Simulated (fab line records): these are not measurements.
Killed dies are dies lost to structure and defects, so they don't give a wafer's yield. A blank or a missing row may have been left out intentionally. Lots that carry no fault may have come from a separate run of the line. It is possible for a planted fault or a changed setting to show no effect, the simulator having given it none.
fab line records | flow nand_harc | part 2 of 2: steps 28 to 38 of 38
record: lots: 5 | wafers: 15 | last_day: 26
route steps=1159 shown P_STI@69
lots untouched by any fault: they come from a run of this same line in which no faults occurred
start_h: start of the lot's first displayed wafer, in hours after the record's first day | wait_h: time in hours since the lot's previous step | " the same as in the row above | L1.1+2: a row that stands for several wafers | - value missing, or start not given | * or withheld: withheld | < > ~ a bound
route shown NAME@n: a module of which the file shows steps, and the number in the route of the first | usual: mean/standard deviation of fault-free wafers | same: alike in all rows | chamber/n: place in a boat | sites: the reading at each site | _std_site: the values' standard deviation | _edge_site: inner sites' mean taken away from outer sites' mean | radius_mm: for every site, how far away it sits from the centre of the wafer | mask NAME#n: copy n | behind: the most recent tool/chamber to have shaped the wafer | hold: cause of the lot's hold/its duration in hours/its outcome | device: the n, p or np transistor that did not switch | end of line: the tests these same wafers got at the end of their route | for a step that has no rows: nothing shown but its recipe | killed: the dies lost at the first sort to structure and to defects; this is not the yield of the wafer | map: a wafer's dies, marking killed ones x, the rest . and places with no die _
set.NAME: the setting that was run; set.NAME@STEP: the one run at that earlier step | model.NAME: the simulator's own value behind a step, which no gauge read
lots at selected steps of the route; one table per step, one row per wafer
services: the hour from which a tool's chamber was out of use, counted from the record's first day as start_h (under 0 if before that day), plus the number of hours and why
== steps ==
step: NHARC_P_STI_OCD_MEAS_43
usual: trench_depth_nm: 301/5.7 | trench_foot_cd_nm: 158.2/2.8
lot.wafer | tool   | chamber | start_h | wait_h | trench_depth_nm | trench_foot_cd_nm
L076.2    | ocd-02 | -       | 50.91   | -      | 303             | 157.5
L076.5    | "      | -       | "       | "      | 292             | 161.5
L076.6    | "      | -       | "       | "      | 305             | 156.5
L078.3    | ocd-02 | -       | 60.84   | -      | 303             | 160.7
L078.5    | "      | -       | "       | "      | 290             | 158.6
L078.6    | "      | -       | "       | "      | 305             | 156.8
L083.1    | ocd-01 | -       | 91.22   | -      | 306             | 150.0
L083.5    | "      | -       | "       | "      | 309             | 150.8
L083.6    | "      | -       | "       | "      | 306             | 155.1
L094.4    | ocd-02 | -       | 155.78  | -      | 305             | 156.3
L094.5    | "      | -       | "       | "      | 296             | 160.7
L094.6    | "      | -       | "       | "      | 285             | 159.1
L097.1    | ocd-01 | -       | 177.75  | -      | 302             | 155.9
L097.3    | "      | -       | "       | "      | 305             | 158.1
L097.5    | "      | -       | "       | "      | 302             | 155.4
step: NHARC_P_STI_OXIDE_33
recipe: target_thk_a: 100 | temp_c: 1000 | ox_time_s: 281 | material: SiO2
usual: tube_center_temp_C: 999.99/0.095
lot.wafer | tool       | chamber | start_h | wait_h | tube_center_temp_C
L076.2    | furnace-06 | 0       | 55.55   | 4.6    | 1000
L076.5    | "          | 0       | "       | "      | 1000
L076.6    | "          | 0       | "       | "      | 999.95
L078.3    | furnace-04 | 0       | 65.08   | 4.2    | 1000.2
L078.5    | "          | 0       | "       | "      | 1000.1
L078.6    | "          | 0       | "       | "      | 999.98
L083.1    | furnace-06 | 0       | 97.80   | 6.6    | 999.85
L083.5    | "          | 0       | "       | "      | 999.91
L083.6    | "          | 0       | "       | "      | 1000
L094.4    | furnace-04 | 0       | 161.16  | 5.4    | 1000
L094.5    | "          | 0       | "       | "      | 999.98
L094.6    | "          | 0       | "       | "      | 999.96
L097.1    | furnace-04 | 0       | 182.52  | 4.8    | 1000.1
L097.3    | "          | 0       | "       | "      | 999.93
L097.5    | "          | 0       | "       | "      | 1000
step: NHARC_P_STI_HDPCVD_20
recipe: target_thk_a: withheld | sigma_open_frac: withheld | material: SiO2
lot.wafer  | tool      | chamber | start_h | wait_h
L076.2+5+6 | hdpcvd-01 | 0,1,0   | 60.86   | 1.0
L078.3+6+5 | hdpcvd-01 | 0,0,1   | 69.97   | 0.6
L083.1+6+5 | hdpcvd-01 | 1,0,1   | 102.58  | 0.5
L094.4+5+6 | hdpcvd-01 | 1,1,0   | 166.52  | 1.0
L097.1+3+5 | hdpcvd-01 | 1       | 187.24  | 0.4
step: NHARC_P_STI_ANNEAL_34
recipe: temp_c: 1000 | time_s: 1800
usual: tube_center_temp_C: 1000/0.095 | tube_center_temp_C_max: 1002.6/0.38
same: time_s: 1800
lot.wafer | tool       | chamber | start_h | wait_h | tube_center_temp_C | tube_center_temp_C_max
L076.2    | furnace-06 | 0       | 64.56   | 3.6    | 999.91             | 1002.9
L076.5    | "          | 0       | "       | "      | 999.95             | 1003.0
L076.6    | "          | 0       | "       | "      | 1000.1             | 1002.3
L078.3    | furnace-06 | 0       | 74.09   | 4.0    | 999.85             | 1002.9
L078.5    | "          | 0       | "       | "      | 999.84             | 1002.4
L078.6    | "          | 0       | "       | "      | 999.94             | 1002.0
L083.1    | furnace-03 | 0       | 106.70  | 4.0    | 1000               | 1002.4
L083.5    | "          | 0       | "       | "      | 999.99             | 1002.9
L083.6    | "          | 0       | "       | "      | 1000.1             | 1003.0
L094.4    | furnace-04 | 0       | 170.19  | 3.6    | 999.89             | 1002.8
L094.5    | "          | 0       | "       | "      | 1000               | 1002.5
L094.6    | "          | 0       | "       | "      | 1000.1             | 1002.8
L097.1    | furnace-03 | 0       | 188.07  | 0.7    | 1000.2             | 1003.0
L097.3    | "          | 0       | "       | "      | 1000               | 1002.9
L097.5    | "          | 0       | "       | "      | 1000               | 1003.7
step: NHARC_P_STI_CMP_21
recipe: t_overpolish_s: 20 | target_thk_nm: 380.67
usual: edge_zone_pressure_frac: 1.000/0.0053 | motor_current_A: 12.1/1.2 | overpolish_run_s: 19.999/0.0088 | retaining_ring_pressure_frac: 1.000/0.0055 | slurry_flow_ml_min: 150.0/0.47
lot.wafer | tool   | chamber | start_h | wait_h | edge_zone_pressure_frac | motor_current_A | overpolish_run_s | retaining_ring_pressure_frac | slurry_flow_ml_min
L076.2    | cmp-03 | 2       | 69.46   | 0.4    | 1.000                   | 12.5            | 20.004           | 0.989                        | 150.4
L076.5    | "      | 2       | "       | "      | 1.000                   | 13.2            | 20.015           | 0.992                        | 149.6
L076.6    | "      | 3       | "       | "      | 0.995                   | 10.8            | 20.002           | 0.998                        | 150.1
L078.3    | cmp-03 | 2       | 79.07   | 0.4    | 1.008                   | 13.6            | 19.991           | 1.012                        | 150.2
L078.6    | "      | 3       | "       | "      | 0.994                   | 10.4            | 20.007           | 0.999                        | 149.7
L078.5    | "      | 0       | "       | "      | 1.008                   | 12.6            | 20.003           | 0.998                        | 150.3
L083.1    | cmp-01 | 0       | 111.59  | 0.4    | 0.997                   | 11.7            | 19.996           | 0.993                        | 149.8
L083.5    | "      | 0       | "       | "      | 1.001                   | 11.5            | 20.004           | 0.995                        | 151.3
L083.6    | "      | 1       | "       | "      | 1.005                   | 11.7            | 20.004           | 1.001                        | 150.2
L094.4    | cmp-04 | 1       | 175.12  | 0.4    | 1.004                   | 11.8            | 19.982           | 1.004                        | 150.8
L094.6    | "      | 2       | "       | "      | 0.996                   | 10.9            | 19.989           | 1.005                        | 149.8
L094.5    | "      | 3       | "       | "      | 0.998                   | 13.9            | 20.009           | 0.998                        | 150.5
L097.3    | cmp-03 | 3       | 192.99  | 0.4    | 1.001                   | 11.1            | 20.000           | 0.993                        | 150.1
L097.1    | "      | 1       | "       | "      | 0.994                   | 12.0            | 20.007           | 0.996                        | 150.2
L097.5    | "      | 3       | "       | "      | 1.007                   | 11.0            | 19.991           | 0.999                        | 149.9
step: NHARC_P_STI_SRD_35
lot.wafer  | tool         | chamber | start_h | wait_h
L076.6+5+2 | wet_bench-05 | 7,0,1   | 69.76   | 0.0
L078.5+3+6 | wet_bench-06 | 7,0,3   | 79.30   | 0.0
L083.5+1+6 | wet_bench-06 | 5,6,7   | 111.90  | 0.0
L094.5+4+6 | wet_bench-05 | 1,2,3   | 175.35  | 0.0
L097.5+3+1 | wet_bench-01 | 4,6,0   | 193.27  | 0.0
step: NHARC_P_STI_ETCH_36
recipe: target_depth_a: 388 | chemistry: dHF | material: SiO2
lot.wafer  | tool         | chamber | start_h | wait_h
L076.6+5+2 | wet_bench-05 | 7,0,1   | 69.78   | 0.0
L078.5+3+6 | wet_bench-06 | 7,0,3   | 79.32   | 0.0
L083.5+1+6 | wet_bench-06 | 5,6,7   | 111.92  | 0.0
L094.5+4+6 | wet_bench-05 | 1,2,3   | 175.37  | 0.0
L097.5+3+1 | wet_bench-01 | 4,6,0   | 193.30  | 0.0
step: NHARC_P_STI_STRIP_24
recipe: temp_c: 160 | chemistry: H3PO4 | material: Si3N4
usual: bath_guard_temp_C: 160.2/0.59 | bath_heat_duty_pct: 26.5/2.6
lot.wafer | tool         | chamber | start_h | wait_h | bath_guard_temp_C | bath_heat_duty_pct
L076.6    | wet_bench-05 | 7       | 69.79   | 0.0    | 160.3             | 25.7
L076.5    | "            | 0       | "       | "      | 160.1             | 28.9
L076.2    | "            | 1       | "       | "      | 160.6             | 29.1
L078.5    | wet_bench-06 | 7       | 79.34   | 0.0    | 160.5             | 25.2
L078.3    | "            | 0       | "       | "      | 159.9             | 20.2
L078.6    | "            | 3       | "       | "      | 160.9             | 26.1
L083.5    | wet_bench-06 | 5       | 111.94  | 0.0    | 160.4             | 25.3
L083.1    | "            | 6       | "       | "      | 159.9             | 25.8
L083.6    | "            | 7       | "       | "      | 160.4             | 24.2
L094.5    | wet_bench-05 | 1       | 175.39  | 0.0    | 160.2             | 26.9
L094.4    | "            | 2       | "       | "      | 161.5             | 23.2
L094.6    | "            | 3       | "       | "      | 160.1             | 26.9
L097.5    | wet_bench-01 | 4       | 193.31  | 0.0    | 160.0             | 26.6
L097.3    | "            | 6       | "       | "      | 160.2             | 27.3
L097.1    | "            | 0       | "       | "      | 159.6             | 26.4
step: NHARC_P_STI_ETCH_37
recipe: target_depth_a: 110 | chemistry: dHF | material: SiO2
lot.wafer  | tool         | chamber | start_h | wait_h
L076.6+5+2 | wet_bench-05 | 7,0,1   | -       | -
L078.5+3+6 | wet_bench-06 | 7,0,3   | -       | -
L083.5+1+6 | wet_bench-06 | 5,6,7   | -       | -
L094.5+4+6 | wet_bench-05 | 1,2,3   | -       | -
L097.5+3+1 | wet_bench-01 | 4,6,0   | -       | -
step: NHARC_P_STI_PRECLEAN_38
recipe: time_s: * | temp_c: 50 | bath_age_min: 0 | chemistry: SC1
usual: bath_guard_temp_C: 50.1/0.58 | bath_heat_duty_pct: 7.1/0.75 | diw_flow_mL_min: 1415/4.3 | h2o2_flow_mL_min: 56.62/0.18
same: time_s: *
lot.wafer | tool         | chamber | start_h | wait_h | bath_guard_temp_C | bath_heat_duty_pct | diw_flow_mL_min | h2o2_flow_mL_min
L076.6    | wet_bench-05 | 7       | -       | -      | 50.2              | 7.2                | 1417            | 56.71
L076.5    | "            | 0       | "       | "      | 50.6              | 7.6                | 1416            | 56.67
L076.2    | "            | 1       | "       | "      | 50.5              | 7.2                | 1416            | 56.53
L078.5    | wet_bench-06 | 7       | -       | -      | 50.4              | 6.9                | 1412            | 56.40
L078.3    | "            | 0       | "       | "      | 49.9              | 5.8                | 1406            | 56.53
L078.6    | "            | 3       | "       | "      | 50.5              | 6.7                | 1413            | 56.47
L083.5    | wet_bench-06 | 5       | -       | -      | 50.3              | 5.9                | 1418            | 56.50
L083.1    | "            | 6       | "       | "      | 50.2              | 7.7                | 1419            | 56.73
L083.6    | "            | 7       | "       | "      | 50.5              | 6.8                | 1412            | 56.75
L094.5    | wet_bench-05 | 1       | -       | -      | 50.1              | 7.2                | 1410            | 56.43
L094.4    | "            | 2       | "       | "      | 51.1              | 6.7                | 1406            | 56.65
L094.6    | "            | 3       | "       | "      | 50.3              | 7.1                | 1425            | 56.59
L097.5    | wet_bench-01 | 4       | -       | -      | 49.9              | 7.3                | 1414            | 56.46
L097.3    | "            | 6       | "       | "      | 50.6              | 7.4                | 1411            | 56.62
L097.1    | "            | 0       | "       | "      | 49.5              | 6.6                | 1419            | 56.41
step: NHARC_P_STI_SRD_39
lot.wafer  | tool         | chamber | start_h | wait_h
L076.6+5+2 | wet_bench-05 | 7,0,1   | -       | -
L078.5+3+6 | wet_bench-06 | 7,0,3   | -       | -
L083.5+1+6 | wet_bench-06 | 5,6,7   | -       | -
L094.5+4+6 | wet_bench-05 | 1,2,3   | -       | -
L097.5+3+1 | wet_bench-01 | 4,6,0   | -       | -
== services ==
tool           | chamber | start_h | hours | kind
rie_diel-04    | 2       | 10.38   | 71.8  | repair
litho_track-07 | -       | 14.00   | 7.0   | pm
wet_bench-05   | -       | 20.85   | 8.0   | pm
wet_bench-01   | -       | 37.60   | 8.0   | pm
rie_diel-03    | -       | 38.30   | 9.0   | pm
rie_diel-04    | -       | 57.89   | 2.5   | repair
litho_track-05 | -       | 62.00   | 7.0   | pm
rie_diel-03    | 0       | 82.09   | 6.5   | repair
rie_diel-03    | 1       | 84.58   | 7.1   | repair
krf_scanner-03 | -       | 93.27   | 0.3   | repair
wet_bench-06   | -       | 100.99  | 4.2   | repair
rie_diel-03    | 2       | 109.87  | 9.1   | repair
hdpcvd-01      | -       | 111.00  | 13.0  | pm
rie_diel-04    | -       | 112.05  | 9.0   | pm
rie_diel-03    | -       | 118.73  | 1.1   | repair
krf_scanner-03 | -       | 123.71  | 1.2   | repair
wet_bench-06   | -       | 129.60  | 8.0   | pm
rie_diel-04    | 0       | 148.56  | 4.5   | repair
wet_bench-01   | -       | 158.49  | 2.3   | repair
rie_diel-04    | 0       | 161.23  | 3.2   | repair
litho_track-02 | -       | 165.00  | 7.0   | pm
rie_diel-04    | 3       | 172.35  | 1.7   | repair
litho_track-07 | -       | 189.00  | 7.0   | pm
rie_diel-04    | 1       | 189.69  | 10.0  | repair
